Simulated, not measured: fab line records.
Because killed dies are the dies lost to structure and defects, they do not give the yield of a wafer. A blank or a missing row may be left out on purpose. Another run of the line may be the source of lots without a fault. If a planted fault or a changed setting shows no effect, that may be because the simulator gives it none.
What tool caused it? ; flow n5 finfet ; Sampling: 10 lots, 27 wafers, 5 of 1938 route steps

## WHAT EACH GAUGE READ, for each wafer
N5_BEOL_M4_CD_MEAS_18: pitch 36 nm, target cd 18 nm. Usual: 18.0 nm for cd nm, sd 0.38.
lot;measured;on;cd nm (nm);flag
L907;day 7 13:52;cd sem-03;17.7 17.2;
L909;day 8 11:55;cd sem-01;17.7 18.5 18.0;
L913;day 9 09:17;cd sem-01;17.6 18.3;
L915;day 9 09:48;cd sem-03;18.6 18.0 18.4;
L919;day 10 23:29;cd sem-01;17.5 17.4 17.5;
L922;day 11 05:27;cd sem-03;18.0 18.1 17.8;
L923;day 11 14:14;cd sem-03;17.8 18.3 18.0;
L926;day 12 09:13;cd sem-03;17.9 18.1;
L927;day 13 00:38;cd sem-02;18.0 18.2 18.3;
L928;day 13 01:45;cd sem-03;17.6 18.1 18.0;

N5_BEOL_M4_OVL_MEAS_29. Usual: for V3_OVL the level is -0.4 nm and the standard deviation is 0.69.
lot;measured;on;V3_OVL (nm);flag
L907;day 7 14:21;overlay-02;-0.7 -0.8;
L909;day 8 12:23;overlay-01;-0.9 -0.7 -0.5;
L913;day 9 09:39;overlay-01;-1.7 -1.7;
L915;day 9 10:10;overlay-01;-0.5 0.0 -0.3;
L919;day 10 23:50;overlay-02;0.4 0.0 -0.6;
L922;day 11 05:48;overlay-01;-0.9 -0.5 -0.1;
L923;day 11 14:42;overlay-02;0.1 0.0 0.3;
L926;day 12 09:42;overlay-01;-1.7 -0.2;
L927;day 13 01:07;overlay-01;-0.9 0.1 -0.6;
L928;day 13 02:14;overlay-01;1.1 -0.3 0.7;

N5_BEOL_M4_RC_MEAS_101. Usual: DIBL_N 36.3 mV/V, standard deviation 1.6; DIBL_P 36.2 mV/V, standard deviation 2.1; IOFF_N 0.16 nA/um, standard deviation 0.031; IOFF_P 0.21 nA/um, standard deviation 0.034; ION_N 673 uA/um, standard deviation 11; ION_P 461 uA/um, standard deviation 7.4; SS_N 71.6 mV/dec, standard deviation 0.55; SS_P 73.3 mV/dec, standard deviation 0.66; VT_N 251 mV, standard deviation 3.2; VT_P -251 mV, standard deviation 3.5.
lot;measured;on;DIBL_N (mV/V);DIBL_P (mV/V);IOFF_N (nA/um);IOFF_P (nA/um);ION_N (uA/um);ION_P (uA/um);SS_N (mV/dec);SS_P (mV/dec);VT_N (mV);VT_P (mV);flag
L907;day 7 19:15;prober-02;33.4 35.0;33.4 36.1;0.12 0.15;0.15 0.20;664 661;452 453;70.8 71.6;72.9 73.3;258 249;-254 -251;
L909;day 8 17:03;prober-02;36.0 38.8 38.9;35.8 39.2 39.4;0.14 0.20 0.19;0.22 0.28 0.28;661 679 675;460 467 473;72.0 71.9 72.2;73.4 74.3 74.7;255 249 248;-250 -244 -244;
L913;day 9 17:47;prober-01;34.9 35.7;32.9 33.0;0.12 0.14;0.18 0.19;653 677;457 462;71.0 70.8;73.2 72.8;255 251;-252 -253;
L915;day 9 19:12;prober-01;34.6 36.0 35.9;34.2 36.7 36.5;0.14 0.18 0.17;0.17 0.20 0.20;675 683 694;458 469 469;71.9 71.6 72.3;73.1 73.8 74.3;252 249 249;-255 -251 -252;
L919;day 11 05:43;prober-01;36.4 35.1 38.9;38.2 35.3 40.0;0.18 0.15 0.22;0.25 0.19 0.27;687 670 682;474 457 467;71.8 71.4 72.6;73.9 73.2 74.5;246 249 246;-248 -250 -250;
L922;day 11 13:49;prober-02;36.2 38.6 35.8;33.6 36.5 33.4;0.13 0.18 0.13;0.19 0.23 0.19;663 679 653;451 464 456;71.1 71.7 71.4;72.5 73.8 73.3;253 252 253;-255 -248 -254;
L923;day 11 21:50;prober-01;37.7 37.0 38.1;38.2 36.0 37.4;0.18 0.15 0.19;0.22 0.20 0.23;687 668 676;465 461 464;71.7 72.2 72.0;73.5 73.6 73.1;249 250 250;-252 -255 -248;
L926;day 12 17:08;prober-01;36.8 38.1;35.2 37.4;0.15 0.17;0.19 0.21;667 689;454 464;71.3 71.6;73.0 74.0;253 246;-254 -253;
L927;day 13 07:39;prober-01;34.2 37.2 36.9;32.7 37.0 36.4;0.10 0.15 0.14;0.14 0.19 0.19;656 667 666;455 456 463;70.4 71.2 71.6;71.8 72.6 72.9;257 251 252;-254 -253 -255;
L928;day 13 10:01;prober-01;37.9 39.1 39.1;38.5 41.1 41.7;0.19 0.23 0.25;0.23 0.28 0.29;687 697 708;466 472 478;71.7 73.3 72.5;74.6 74.0 74.3;248 245 243;-249 -248 -248;

## EACH LOT AND THE TOOL THAT RAN IT (in order: tool; ch and the chambers of the sampled wafers; start)
lot;N5_BEOL_M4_ETCH_74;N5_BEOL_M4_ALD_98
L907;rie diel-04 ch 0,1, day 7 13:25;ald sin-03 ch 3, day 7 14:39
L909;rie diel-06 ch 0,2, day 8 11:31;ald sin-01 ch 0,1, day 8 12:37
L913;rie diel-04 ch 1,2, day 9 08:50;ald sin-01 ch 0,1, day 9 09:52
L915;rie diel-06 ch 1,2,3, day 9 09:24;ald sin-02 ch 0,1,3, day 9 10:23
L919;rie diel-04 ch 0,1,2, day 10 23:05;ald sin-03 ch 0,3, day 11 00:10
L922;rie diel-04 ch 1,2,3, day 11 05:03;ald sin-02 ch 0,1,2, day 11 06:02
L923;rie diel-06 ch 0,2,3, day 11 13:41;ald sin-03 ch 0,1,3, day 11 15:23
L926;rie diel-02 ch 0,1, day 12 08:47;ald sin-02 ch 1, day 12 11:44
L927;rie diel-04 ch 0,2,3, day 13 00:14;ald sin-02 ch 1,2,3, day 13 01:28
L928;rie diel-04 ch 0,2,3, day 13 01:21;ald sin-02 ch 1,2,3, day 13 02:28
- N5_BEOL_M4_ETCH_74: etches underlayer in N2/H2, target depth 6.5 nm, time 5.2 s.
- N5_BEOL_M4_ALD_98: deposits SiO2, target thk 2.5 nm, pulse time 1 s, co reactant pulse time 1 s.

## AS READ BY THE TOOLS THEMSELVES (means over the sampled wafers that have a number; for cases with no such wafer, the mark the record gives instead)
N5_BEOL_M4_ETCH_74. Usual: drypump motor current A 5.8 A, standard deviation 0.38; etch rf on time s 5.19 s, standard deviation 0.13; oes product au 0.64 a.u., standard deviation 0.062; rf vpp V 523.1 V, standard deviation 2.5; showerhead plenum p Torr 2.51 Torr, standard deviation 0.076; throttle valve pct 18.02 %, standard deviation 0.21.
lot;tool;drypump motor current A (A);etch rf on time s (s);oes product au (a.u.);rf vpp V (V);showerhead plenum p Torr (Torr);throttle valve pct (%);flag
L907;rie diel-04;5.8;5.12;0.72;521.8;2.52;17.80;
L909;rie diel-06;5.5;5.07;0.61;521.8;2.47;18.07;
L913;rie diel-04;5.9;5.17;0.69;523.7;2.50;17.91;
L915;rie diel-06;5.8;5.27;0.59;522.6;2.50;18.23;
L919;rie diel-04;6.0;5.10;0.67;523.2;2.48;17.86;
L922;rie diel-04;5.8;5.16;0.65;523.1;2.50;18.00;
L923;rie diel-06;5.7;5.11;0.74;522.1;2.49;17.90;
L926;rie diel-02;5.4;5.21;0.64;527.7;2.60;18.13;
L927;rie diel-04;6.1;5.27;0.60;521.3;2.45;17.96;
L928;rie diel-04;6.1;5.32;0.60;522.1;2.45;17.96;

N5_BEOL_M4_ALD_98. Usual: heater power outer w 41 W, standard deviation 3.8; heater power w 79 W, standard deviation 7.9; precursor pulse height rel 1.000, standard deviation 0.019.
lot;tool;heater power outer w (W);heater power w (W);precursor pulse height rel;flag
L907;ald sin-03;41;86;0.997;
L909;ald sin-01;41;78;0.992;
L913;ald sin-01;42;80;0.982;
L915;ald sin-02;40;80;1.015;
L919;ald sin-03;43;89;1.019;
L922;ald sin-02;40;78;0.997;
L923;ald sin-03;44;91;1.006;
L926;ald sin-02;40;78;1.004;
L927;ald sin-02;42;81;1.000;
L928;ald sin-02;42;81;0.996;

## THE ANSWER, worked out from the rows above alone
Rule: a lot is off if the mean of its wafers that have a number lies more than 3 standard deviations from the usual mean. Also off: a lot with no number at a reading for which 4 or more lots have one. All remaining lots with rows at the step are treated as sound. After the gauges, taken in route order, come the tools' own readings; for these a lot's mean is taken, as printed above. At the first step where some lot is off, the reading lying furthest off is the one used; lots without a number count as furthest.
Nothing can be told from this: no lot is off at any reading shown.

## WHAT WAS PUT IN BY THE SIMULATOR
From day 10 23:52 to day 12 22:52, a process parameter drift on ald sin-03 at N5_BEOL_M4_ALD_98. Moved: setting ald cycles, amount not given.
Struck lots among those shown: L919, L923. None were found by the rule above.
